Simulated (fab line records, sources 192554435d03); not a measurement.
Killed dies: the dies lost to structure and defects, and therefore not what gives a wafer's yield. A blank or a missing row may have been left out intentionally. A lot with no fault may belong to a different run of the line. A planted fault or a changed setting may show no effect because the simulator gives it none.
Chamber matching || flow n5_finfet || N5_BEOL_M7_ETCH_65 on rie_diel-05: 4 sister chambers
The step etches SiARC in CF4, target depth 15.6 nm, time 26 s. 4 wafers are shown with their chamber, then 7 later ones without.

WAFERS WITH THEIR CHAMBER
{"wafer": "L082.1", "chamber": 1, "showerhead_plenum_p_Torr (Torr)": 2.21}
{"wafer": "L084.5", "chamber": 3, "showerhead_plenum_p_Torr (Torr)": 2.08}
{"wafer": "L087.1", "chamber": 2, "showerhead_plenum_p_Torr (Torr)": 2.20}
{"wafer": "L087.3", "chamber": 0, "showerhead_plenum_p_Torr (Torr)": 2.17}

WAFERS WITH NO CHAMBER GIVEN
{"wafer": "L087.5", "showerhead_plenum_p_Torr (Torr)": 2.17}
{"wafer": "L088.1", "showerhead_plenum_p_Torr (Torr)": 2.17}
{"wafer": "L088.2", "showerhead_plenum_p_Torr (Torr)": 2.08}
{"wafer": "L088.4", "showerhead_plenum_p_Torr (Torr)": 2.20}
{"wafer": "L097.1", "showerhead_plenum_p_Torr (Torr)": 2.20}
{"wafer": "L097.3", "showerhead_plenum_p_Torr (Torr)": 2.16}
{"wafer": "L097.5", "showerhead_plenum_p_Torr (Torr)": 2.07}

WHICH CHAMBER EACH WENT THROUGH
{"wafer": "L087.5", "from the rows above": 0, "in truth": 0}
{"wafer": "L088.1", "from the rows above": 0, "in truth": 0}
{"wafer": "L088.2", "from the rows above": 3, "in truth": 3}
{"wafer": "L088.4", "from the rows above": "can't be placed: 2 or 1", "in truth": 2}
{"wafer": "L097.1", "from the rows above": "can't be placed: 2 or 1", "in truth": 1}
{"wafer": "L097.3", "from the rows above": 0, "in truth": 0}
{"wafer": "L097.5", "from the rows above": 3, "in truth": 3}
Correct placement for 5 of the 7. Cannot be placed on the basis of these rows: 2; the candidates contain the true chamber in 2. Placed wrongly: 0.
How it was worked out, from the rows above alone: a wafer's distance from a chamber is the root of the sum, over the readings, of the square of ((its reading less the chamber's mean) divided by the reading's scatter). If the next closest chamber is less than 2 further off than the closest, the wafer can't be placed; otherwise it belongs to the closest. The mean given for a chamber averages the wafers shown for that chamber. The scatter: with one shown wafer a chamber, the root of the mean of the squares of how far each hidden wafer lies from its nearest shown one.
